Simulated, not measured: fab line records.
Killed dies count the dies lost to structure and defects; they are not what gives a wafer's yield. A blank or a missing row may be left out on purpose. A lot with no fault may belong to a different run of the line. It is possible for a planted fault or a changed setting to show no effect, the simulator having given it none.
8D (eight disciplines) problem report, filled in by code ; flow n5-finfet ; the parts of the form that need people (team, actions taken, sign-off) are left out

## 1. WHAT WENT WRONG
Wafers without a fault read 189.8 nm with a standard deviation of 1.6, while cd-nm at N5_BEOL_M13_CD_MEAS_10 averages 173.7 nm across 3 wafers of 1 lot. That is -10 standard deviations from the usual mean.
The step: target cd 190 nm.
First observed at day 12 18:17: wafer L930.1, on cd-sem-01. The record holds 33 wafers of 11 lots with a number at this step. The rule behind "out" and "out of limits": a value lying over 4 standard deviations away from the usual mean. The rest of the wafers with a number are treated as sound.

## 2. WHAT IT IS; WHAT IT IS NOT
question;is;is not
which readings at this step;cd-nm;-
which lots;L930;L924, L925, L927, L929, L939, L940, L941, L942, L943, L946
which wafers of those lots;all that have a number;-
read on which gauges;cd-sem-01;cd-sem-02, cd-sem-03
when;from day 12 18:17;"up to then (12 sound wafers); but 18 sound wafers of L939, L940, L941, L942, L943, L946 came after"

## 3. WHAT RULES OUT EACH SUSPECT
Counting: any tool at a process step up to the reading is kept as a suspect provided that every lot that is out went through it and no sound lot did after the first of them.
- the gauge at N5_BEOL_M13_CD_MEAS_10 has been ruled out. All the wafers that are out were read on cd-sem-01, but those of them that N5_BEOL_M13_EXPOSE_07 has rows for are out there too, on other tools.
- pvd-sputter-02 at N5_BEOL_M12_PRE_CLEAN_42 (time 30 s): ruled out as a lasting fault. Following L930 (day 12 15:30), the first lot on it that is out, the sound lots L943, L940 were run on it.
- pvd-sputter-02 at N5_BEOL_M12_SPUTTER_45 (material Cu, target thk 80 nm, time 13.33 s): ruled out as a lasting fault. Following L930 (day 12 15:42), the first lot on it that is out, the sound lots L943, L940 were run on it.
- krf-scanner-02 at N5_BEOL_M13_EXPOSE_07 (exposes mask V12): kept. It ran the lot that is out, L930 (day 12 18:06), and no sound lot after that; its last sound lot up to then is L929 (day 12 00:40). Out on those wafers are its own readings of exposure-dose-mJ-cm2.
Left after counting: krf-scanner-02 at N5_BEOL_M13_EXPOSE_07.

## 4. THE CAUSE (what the simulator had put in)
Process parameter drift: krf-scanner-02, from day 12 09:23 on, at N5_BEOL_M13_EXPOSE_07. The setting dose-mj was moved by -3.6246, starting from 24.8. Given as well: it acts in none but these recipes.
The count eliminated every tool but this one.

## 5. THE CHAIN OF EFFECTS, in route order
Each row: a reading whose mean over the struck wafers that have a number lies more than 3 standard deviations from the usual. Only readings for which the record gives a usual standard deviation are gone through. hours: the time from each lot's start at the first step in this table that gives one to its start at this step, as a median over the lots. sigmas: the change in usual standard deviations.
hours;step;reading;usual;on struck wafers;change;sigmas
0;N5_BEOL_M13_EXPOSE_07;exposure-dose-mJ-cm2;24.778;21.153;-3.625;-99 or more
0;N5_BEOL_M13_CD_MEAS_10;cd-nm;189.8 nm;173.7;-16.1;-10
Process steps it contains:
- N5_BEOL_M13_EXPOSE_07: exposes mask V12.

## 6. HOW IT WOULD HAVE BEEN CAUGHT EARLIER
9 hours passed between the start of the fault at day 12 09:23 and the first reading out of limits at a measuring or inspecting step in this record, taken at day 12 18:17.
At N5_BEOL_M13_EXPOSE_07, the tool's own readings (exposure-dose-mJ-cm2) were out on each struck wafer the step has a row for, so an alarm limit on them would have fired on the first such wafer.
All the lots that are out (1) had begun N5_BEOL_M13_EXPOSE_07 on krf-scanner-02 by day 12 18:17. Had the tool been put on hold then, not one of them would have been saved.
